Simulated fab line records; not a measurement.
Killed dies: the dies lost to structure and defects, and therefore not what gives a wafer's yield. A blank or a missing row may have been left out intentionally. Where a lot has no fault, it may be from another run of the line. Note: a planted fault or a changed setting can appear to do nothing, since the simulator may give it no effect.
Chamber matching -- flow nand-harc -- NHARC_A_M1_CMP_23 on cmp-03 has 4 sister chambers
The step polishes, t overpolish 20 s, target thk 154.34 nm. 8 wafers are shown with their chamber, then 8 later ones without.

## EACH WAFER AND ITS CHAMBER
wafer,chamber,motor-current-A (A),time-to-endpoint-s (s)
L215.4,1,12.1,26.7
L230.1,1,13.1,27.7
L230.2,2,12.8,32.7
L230.4,3,11.9,29.3
L232.1,0,10.8,25.9
L232.3,2,12.6,26.2
L232.5,3,12.0,24.8
L235.1,0,10.9,26.7

## WAFERS WITHOUT THEIR CHAMBER
wafer,motor-current-A (A),time-to-endpoint-s (s)
L235.2,12.9,28.3
L235.3,12.6,30.1
L234.1,10.7,26.4
L234.4,12.5,26.1
L234.5,10.8,27.0
L233.2,12.7,25.2
L233.4,13.2,26.4
L233.5,13.1,26.2

## WHICH CHAMBER EACH ONE RAN IN
wafer,from the rows above,in truth
L235.2,can't be placed: 2 or 1 or 3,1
L235.3,can't be placed: 2 or 1 or 3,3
L234.1,0,0
L234.4,can't be placed: 1 or 2 or 3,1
L234.5,0,0
L233.2,can't be placed: 1 or 2 or 3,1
L233.4,can't be placed: 1 or 2 or 3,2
L233.5,can't be placed: 1 or 2 or 3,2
Correct placement for 2 of the 8. Cannot be placed on the basis of these rows: 6; the candidates contain the true chamber in 6. Placed wrongly: 0.
How it was worked out, from the rows above alone: a wafer's distance from a chamber is the root of the sum, over the readings, of the square of ((its reading less the chamber's mean) divided by the reading's scatter). If the next closest chamber is less than 2 further off than the closest, the wafer can't be placed; otherwise it belongs to the closest. A chamber's mean is the mean of its shown wafers. How the scatter is found: for the shown wafers, subtract from each reading the mean of its chamber, square and add these, divide the total by (wafers less chambers), then take the root.
